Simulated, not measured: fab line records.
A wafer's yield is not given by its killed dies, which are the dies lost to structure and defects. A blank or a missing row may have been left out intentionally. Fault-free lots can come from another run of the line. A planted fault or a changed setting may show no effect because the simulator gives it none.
fab line records | flow n5-finfet | part 2 of 2: steps 5 to 6 of 6
[record] lots = 24 wafers = 72 last-day = 18
route steps=1938 shown HKMG_FIN@442 GATE_CUT@467
lots that met no fault: taken from a fault-free run of the same line
start-h: the number of hours between the record's first day and the start of the first shown wafer of the lot | wait-h: how many hours have passed since the lot's step before this one | " repeats the value in the row above | L1.1+2: several wafers, shown together as one row | - no value, or no start given | * or withheld: withheld | < > ~ a bound
route shown NAME@n: a module of which the file shows steps, and the number in the route of the first | usual: the fault-free wafers' mean and standard deviation | same: alike in all rows | chamber/n: place in a boat | sites: per-site readings | _std_site: the standard deviation of these | _edge_site: outer sites' mean less inner sites' | radius-mm: for every site, how far away it sits from the centre of the wafer | mask NAME#n: copy n | behind: the last tool/chamber to shape the wafer | hold: cause of the lot's hold/its duration in hours/its outcome | device: the transistor (n, p or np) that didn't switch | end of line: at the end of the route, the tests of the same wafers | a step without rows: its recipe alone | killed: dies that structure and defects cost at the first sort, which is not the same as the wafer's yield | map: the dies of a wafer, with x for killed, . for not killed, _ for no die there
set.NAME: the setting that was run; set.NAME@STEP: the one run at that earlier step | model.NAME: the simulator's own value behind a step, which no gauge read
the route's steps for a sample of lots (tables are steps, rows are wafers)
services: when a tool's chamber went out of use (start-h, in hours from the record's first day, below 0 if earlier), for how many hours, and the reason
[[steps]]
[step N5_GATE_CUT_STRIP_41]
[recipe] chemistry = CF4 resist = SiARC power-w = 300 bias-power-w = 75 pressure-mtorr = 50 cf4-flow-sccm = 150 rf-frequency-hz = 6e+07
[usual] drypump-motor-current-A = 5.8/0.45 oes-product-au = 0.175/0.016 rf-vpp-V = 270.6/1.4 showerhead-plenum-p-Torr = 1.77/0.056 throttle-valve-pct = 13.60/0.22
// columns lot.wafer tool chamber start-h wait-h drypump-motor-current-A oes-product-au rf-hours-counter-h rf-vpp-V showerhead-plenum-p-Torr throttle-valve-pct
L074.1 rie-diel-04 3 84.26 0.0 5.8 0.171 185 272.2 1.78 13.77
L074.4 " 2 " " 5.7 0.163 220 272.0 1.79 13.87
L074.5 " 2 " " 5.7 0.157 - 271.7 1.79 13.87
L075.2 rie-diel-03 0 88.86 0.0 6.1 0.176 150 269.3 1.72 13.66
L075.4 " 3 " " 6.2 0.192 80 270.1 1.74 13.48
L075.6 " 1 " " 4.7 0.155 - 272.0 1.84 13.71
L076.1 rie-diel-03 0 95.90 0.0 6.1 0.182 152 268.2 1.72 13.66
L076.2 " 3 " " 6.2 0.191 82 270.3 1.74 13.48
L076.4 " 2 " " 6.2 0.174 142 270.1 1.73 13.54
L077.1 rie-diel-03 2 102.05 0.0 6.2 0.184 144 269.1 1.73 13.55
L077.2 " 0 " " 6.1 0.177 155 270.0 1.72 13.68
L077.5 " 0 " " 6.1 0.178 - 270.2 1.72 13.68
L078.2 rie-diel-02 3 112.58 0.0 6.2 0.168 236 271.8 1.85 13.55
L078.4 " 1 " " 5.7 0.183 119 268.4 1.67 13.18
L078.6 " 0 " " 5.7 0.179 - 271.5 1.80 13.71
L079.3 rie-diel-03 1 116.44 0.0 4.7 0.151 236 270.0 1.84 13.73
L079.4 " 2 " " 6.2 0.172 147 269.9 1.73 13.56
L079.6 " 3 " " 6.2 0.195 - 270.2 1.74 13.48
L080.3 rie-diel-03 3 124.64 0.0 6.2 0.193 89 270.2 1.74 13.50
L080.5 " 2 " " 6.2 0.173 - 269.0 1.73 13.58
L080.6 " 3 " " 6.2 0.188 - 270.3 1.74 13.50
L081.2 rie-diel-03 0 129.64 0.0 6.0 0.175 162 268.7 1.71 13.69
L081.3 " 1 " " 4.7 0.147 239 272.1 1.84 13.74
L081.4 " 2 " " 6.2 0.169 150 269.6 1.73 13.56
L082.2 rie-diel-04 3 136.12 0.0 5.9 0.173 200 271.7 1.78 13.80
L082.4 " 1 " " 6.1 0.171 144 273.1 1.87 13.48
L082.6 " 2 " " 5.7 0.160 - 269.7 1.78 13.90
L083.1 rie-diel-02 3 138.82 0.0 6.3 0.163 244 270.1 1.84 13.58
L083.2 " 2 " " 5.2 0.155 249 270.1 1.76 13.58
L083.3 " 0 " " 5.7 0.179 130 271.2 1.80 13.72
L084.2 rie-diel-02 0 148.07 0.0 5.7 0.177 134 272.5 1.80 13.74
L084.4 " 1 " " 5.7 0.184 - 268.1 1.67 13.21
L084.5 " 0 " " 5.6 0.168 - 270.5 1.80 13.73
L085.1 rie-diel-04 2 154.98 0.0 5.7 0.160 240 270.5 1.78 13.91
L085.3 " 3 " " 5.8 0.166 204 269.7 1.78 13.82
L085.5 " 3 " " 5.8 0.170 - 270.6 1.78 13.81
L086.2 rie-diel-03 1 161.26 0.0 4.8 0.147 248 272.0 1.83 13.78
L086.3 " 2 " " 6.2 0.175 159 270.9 1.73 13.59
L086.6 " 0 " " 6.1 0.174 - 271.5 1.71 13.69
L087.1 rie-diel-02 0 164.65 0.0 5.7 0.177 140 270.7 1.80 13.75
L087.3 " 1 " " 5.7 0.174 131 268.3 1.67 13.19
L087.6 " 1 " " 5.7 0.171 - 269.5 1.67 13.22
L088.1 rie-diel-04 0 172.09 0.0 5.6 0.164 199 270.9 1.78 13.92
L088.4 " 2 " " 5.7 0.154 247 270.3 1.78 13.94
L088.6 " 2 " " 5.7 0.152 - 269.5 1.78 13.93
L089.1 rie-diel-02 0 175.87 0.0 5.7 0.169 144 271.0 1.79 13.77
L089.5 " 3 " " 6.3 0.162 - 272.9 1.84 13.61
L089.6 " 0 " " 5.7 0.176 - 269.9 1.79 13.76
L090.1 rie-diel-03 3 180.47 0.0 6.2 0.182 105 270.9 1.74 13.54
L090.3 " 2 " " 6.2 0.168 165 270.3 1.73 13.59
L090.4 " 0 " " 6.1 0.173 - 269.0 1.71 13.73
L091.2 rie-diel-04 1 187.25 0.0 6.1 0.180 159 273.3 1.86 13.54
L091.5 " 0 " " 5.6 0.164 - 272.2 1.78 13.94
L091.6 " 3 " " 5.8 0.169 - 270.2 1.78 13.83
L092.1 rie-diel-02 1 194.19 0.0 5.7 0.175 142 268.5 1.66 13.24
L092.2 " 0 " " 5.7 0.169 151 271.2 1.79 13.77
L092.4 " 3 " " 6.3 0.224 1 272.4 1.84 13.01
L093.1 rie-diel-04 1 201.79 0.0 6.1 0.168 166 274.1 1.86 13.54
L093.3 " 2 " " 5.7 0.229 0 271.1 1.78 13.38
L093.4 " 0 " " 5.6 0.160 209 270.9 1.78 13.95
L094.1 rie-diel-03 0 203.21 0.0 6.1 0.168 185 268.0 1.71 13.73
L094.5 " 2 " " 6.2 0.164 - 269.8 1.72 13.62
L094.6 " 1 " " 4.7 0.212 - 270.6 1.83 13.22
L095.3 rie-diel-02 1 210.87 0.0 5.7 0.179 147 267.4 1.66 13.25
L095.4 " 0 " " 5.7 0.168 157 268.6 1.79 13.80
L095.6 " 3 " " 6.3 0.220 - 272.9 1.84 13.03
L096.1 rie-diel-03 2 225.04 0.0 6.2 0.168 179 271.8 1.72 13.65
L096.4 " 0 " " 6.1 0.183 191 268.5 1.71 13.76
L096.5 " 3 " " 6.2 0.177 - 270.0 1.73 13.57
L097.1 rie-diel-03 0 228.15 0.0 6.1 0.168 192 269.1 1.71 13.75
L097.3 " 2 " " 6.2 0.171 180 268.1 1.72 13.64
L097.5 " 1 " " 4.7 0.216 - 270.7 1.83 13.22
[step N5_GATE_CUT_VAPOR_ETCH_49]
[recipe] chemistry = BCl3/Cl2 target = TiAlC mode = isotropic
[usual] drypump-motor-current-A = 5.8/0.33 oes-product-au = 0.79/0.12
// columns lot.wafer tool chamber start-h wait-h drypump-motor-current-A oes-product-au
L074.1 rie-metal-02 0 84.64 0.0 6.1 0.86
L074.4 " 1 " " 6.2 0.59
L074.5 " 1 " " 6.2 0.59
L075.2 rie-metal-01 0 89.24 0.0 5.5 0.94
L075.4 " 1 " " 5.4 0.65
L075.6 " 1 " " 5.4 0.65
L076.1 rie-metal-01 1 96.27 0.0 5.4 0.65
L076.2 " 0 " " 5.5 0.93
L076.4 " 1 " " 5.4 0.66
L077.1 rie-metal-03 1 102.42 0.0 5.8 0.81
L077.2 " 0 " " 6.1 0.66
L077.5 " 0 " " 6.1 0.66
L078.2 rie-metal-02 0 113.18 0.1 6.1 0.85
L078.4 " 0 " " 6.2 0.85
L078.6 " 0 " " 6.2 0.85
L079.3 rie-metal-02 0 117.05 0.1 6.2 0.83
L079.4 " 0 " " 6.2 0.83
L079.6 " 0 " " 6.2 0.83
L080.3 rie-metal-02 0 125.02 0.0 6.2 0.83
L080.5 " 0 " " 6.2 0.82
L080.6 " 1 " " 6.2 1.01
L081.2 rie-metal-01 1 130.02 0.0 5.4 0.65
L081.3 " 0 " " 5.6 0.92
L081.4 " 1 " " 5.4 0.65
L082.2 rie-metal-01 0 136.50 0.0 5.6 0.92
L082.4 " 0 " " 5.6 0.92
L082.6 " 1 " " 5.4 0.64
L083.1 rie-metal-02 0 139.19 0.0 6.2 0.83
L083.2 " 1 " " 6.2 0.98
L083.3 " 1 " " 6.2 0.97
L084.2 rie-metal-03 0 148.45 0.0 6.1 0.65
L084.4 " 0 " " 6.1 0.65
L084.5 " 1 " " 5.8 0.80
L085.1 rie-metal-01 0 155.36 0.0 5.6 0.90
L085.3 " 0 " " 5.6 0.89
L085.5 " 0 " " 5.6 0.91
L086.2 rie-metal-03 1 161.64 0.0 5.8 0.79
L086.3 " 0 " " 6.1 0.66
L086.6 " 0 " " 6.1 0.66
L087.1 rie-metal-03 1 165.03 0.0 5.8 0.79
L087.3 " 0 " " 6.1 0.65
L087.6 " 0 " " 6.1 0.65
L088.1 rie-metal-02 0 172.46 0.0 6.2 0.83
L088.4 " 0 " " 6.2 0.82
L088.6 " 1 " " 6.2 0.95
L089.1 rie-metal-03 0 176.24 0.0 6.1 0.65
L089.5 " 0 " " 6.1 0.66
L089.6 " 1 " " 5.8 0.79
L090.1 rie-metal-02 0 180.84 0.0 6.2 0.82
L090.3 " 1 " " 6.2 0.94
L090.4 " 0 " " 6.1 0.82
L091.2 rie-metal-01 1 187.62 0.0 5.4 0.64
L091.5 " 1 " " 5.3 0.64
L091.6 " 0 " " 5.5 0.88
L092.1 rie-metal-02 1 194.58 0.0 6.2 0.93
L092.2 " 0 " " 6.2 0.82
L092.4 " 1 " " 6.3 0.93
L093.1 rie-metal-01 0 202.17 0.0 5.5 0.89
L093.3 " 1 " " 5.4 0.64
L093.4 " 0 " " 5.5 0.89
L094.1 rie-metal-03 0 203.59 0.0 6.1 0.65
L094.5 " 0 " " 6.1 0.65
L094.6 " 1 " " 5.8 0.79
L095.3 rie-metal-03 1 211.25 0.0 5.8 0.78
L095.4 " 0 " " 6.1 0.65
L095.6 " 1 " " 5.8 0.78
L096.1 rie-metal-01 1 225.42 0.0 5.3 0.64
L096.4 " 0 " " 5.6 0.88
L096.5 " 1 " " 5.4 0.63
L097.1 rie-metal-01 0 228.52 0.0 5.6 0.87
L097.3 " 0 " " 5.6 0.86
L097.5 " 1 " " 5.4 0.64
[[services]]
// columns tool chamber start-h hours kind
cmp-03 - 53.50 3.4 repair
rie-metal-01 0 56.98 5.3 repair
rie-diel-03 1 63.21 7.4 repair
cmp-01 - 68.57 1.2 repair
cmp-03 - 87.60 6.7 repair
ald-metal-03 - 93.43 5.8 repair
cmp-04 - 100.54 4.1 pm
cmp-04 - 106.85 0.5 repair
rie-metal-01 - 114.66 2.8 pm
rie-diel-02 1 128.59 14.5 repair
rie-metal-03 0 129.62 17.6 repair
cmp-04 - 134.00 4.0 pm
rie-metal-01 - 146.51 1.7 repair
cmp-01 - 148.41 7.1 pm
cmp-03 - 158.01 2.5 repair
rie-diel-03 1 170.57 - clean
rie-diel-03 1 170.57 - consumable-replace:focus-ring
cmp-03 - 175.35 4.0 pm
ald-metal-03 3 188.01 4.7 repair
cmp-04 - 203.01 6.4 repair
ald-metal-02 - 211.10 0.3 repair
cmp-01 - 212.81 3.1 repair
ald-metal-02 3 220.56 8.6 repair
rie-metal-03 - 220.80 1.4 pm
